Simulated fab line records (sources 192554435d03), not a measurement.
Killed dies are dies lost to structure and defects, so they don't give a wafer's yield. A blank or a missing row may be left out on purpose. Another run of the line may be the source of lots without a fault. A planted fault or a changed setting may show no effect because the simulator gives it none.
Struck lot and sound lot, side by side -- flow n5_finfet -- 35 steps out of a route of 1938
Sound: the wafers L787.1, L787.5, L787.6. Wafers L792.1, L792.2, L792.6 were the ones struck. The cause is named last.
Per side, at each step with rows, come the tool, then ch with its chambers, and then its first start. Under that, the readings that differ: sound wafers -- struck wafers -- difference of the means -- sigmas: that difference in standard deviations of wafers without a fault.
alike: readings with means less than 2 such deviations apart, plus words and numbers identical on both sides. not compared: withheld readings, readings lacking a value on some wafer, bounds such as >300 that could conceal the same value, and numbers that have no deviation in the record and whose values overlap.
Wherever a step has rows on one side only, a row that says differs or no value, or a row with sigmas, the two part there. When numbers do not overlap yet have no deviation, they are printed without sigmas and do not part them. A reading missing from all wafers of one side parts the sides only when that side holds two or more wafers.

first, 9 steps without rows for these wafers: N5_GATE_CUT_DEVELOP_12 (develop time 30 s); N5_GATE_CUT_DESCUM_18 (chemistry O2, time 7 s); N5_GATE_CUT_ETCH_28 (etches underlayer in N2/H2, target depth 13 nm, time 10.4 s); N5_GATE_CUT_ETCH_36 (etches SiARC in CF4, target depth 13 nm, time 21.7 s); N5_GATE_CUT_ETCH_37 (etches SOC in N2/H2, target depth 60 nm, overetch 12 nm, time 90 s); N5_GATE_CUT_STRIP_38 (strips in N2/H2); N5_GATE_CUT_STRIP_39 (strips in N2/H2); N5_GATE_CUT_HM_OPEN_40 (chemistry C4F6/O2, target SiO2, target depth 139 nm, time 85.1 s); N5_GATE_CUT_STRIP_41 (strips in CF4).
N5_GATE_CUT_STRIP_42: strips in O2.
  sound on rie_diel-06 ch 0,1,3, day 6 14:43; struck on rie_diel-03 ch 0,2, day 7 21:09
  alike: drypump_motor_current_A, o2_flow_sccm, oes_product_au, rf_vpp_V, showerhead_plenum_p_Torr, throttle_valve_pct
  not compared: rf_hours_counter_h
then, 24 steps without rows for these wafers: N5_GATE_CUT_ETCH_19 (etches SiNx in CH3F/O2, target depth 53.7 nm, time 76.7 s); N5_GATE_CUT_CUT_ETCH_53 (etches W in SF6/Cl2, target depth 79.2 nm); N5_GATE_CUT_CUT_ETCH_54 (etches TiN in Cl2/BCl3, target depth 96.7 nm); N5_GATE_CUT_CUT_ETCH_55 (etches HfO2 in BCl3, target depth 3.2 nm); N5_GATE_CUT_ETCH_47 (etches SiO2 in Cl2/BCl3, target depth 10 nm); N5_GATE_CUT_VAPOR_ETCH_48 (etches TiN in BCl3/Cl2); N5_GATE_CUT_VAPOR_ETCH_49 (etches TiAlC in BCl3/Cl2); N5_GATE_CUT_VAPOR_ETCH_51 (etches HfO2 in BCl3/Cl2); N5_GATE_CUT_STRIP_21 (strips in N2/H2, time 30 s); N5_GATE_CUT_STRIP_29 (strips in post etch residue remover, time 60 s); N5_GATE_CUT_SRD_52 (time 30 s); N5_GATE_CUT_ALD_22 (deposits SiNx, target thk 16 nm, pulse time 1 s, ald cycles 320); N5_GATE_CUT_CMP_23 (polishes, stops on SiO2, t overpolish 23.4 s, target thk 16 nm); N5_GATE_CUT_CMP_43 (polishes SiO2); N5_GATE_CUT_CMP_61 (polishes, stops on SiNx, t overpolish 3 s); N5_MOL_CONTACT_COAG_COAT_103 (time 60 s, resist thk 80 nm); N5_MOL_CONTACT_COAG_COAT_104 (time 60 s, resist thk 12 nm); N5_MOL_CONTACT_COAG_COAT_58 (time 60 s, resist thk 10 nm); N5_MOL_CONTACT_COAG_COAT_02 (resist thk 30 nm); N5_MOL_CONTACT_COAG_EBR_04; N5_MOL_CONTACT_COAG_SOFTBAKE_03 (time 60 s); N5_MOL_CONTACT_COAG_EXPOSE_05 (exposes mask CA, defocus 0 nm); N5_MOL_CONTACT_COAG_PEB_06 (peb time 60 s); N5_MOL_CONTACT_COAG_DEVELOP_07 (develop time 30 s).
-- record jumps: 8 days separate the struck wafers' starts on either side; left off in module MOL_CONTACT_COAG, taken up again in module PASSIVATION, whose first shown step is the route's number 1936 --
N5_PASSIVATION_PROBE_49:
  the record has rows for the struck wafers here (prober-02, day 16 01:09) and none for the sound ones

WHERE THEY PART
At N5_PASSIVATION_PROBE_49 and nowhere else, as far as this record goes.

WHY: whatever the simulator had introduced
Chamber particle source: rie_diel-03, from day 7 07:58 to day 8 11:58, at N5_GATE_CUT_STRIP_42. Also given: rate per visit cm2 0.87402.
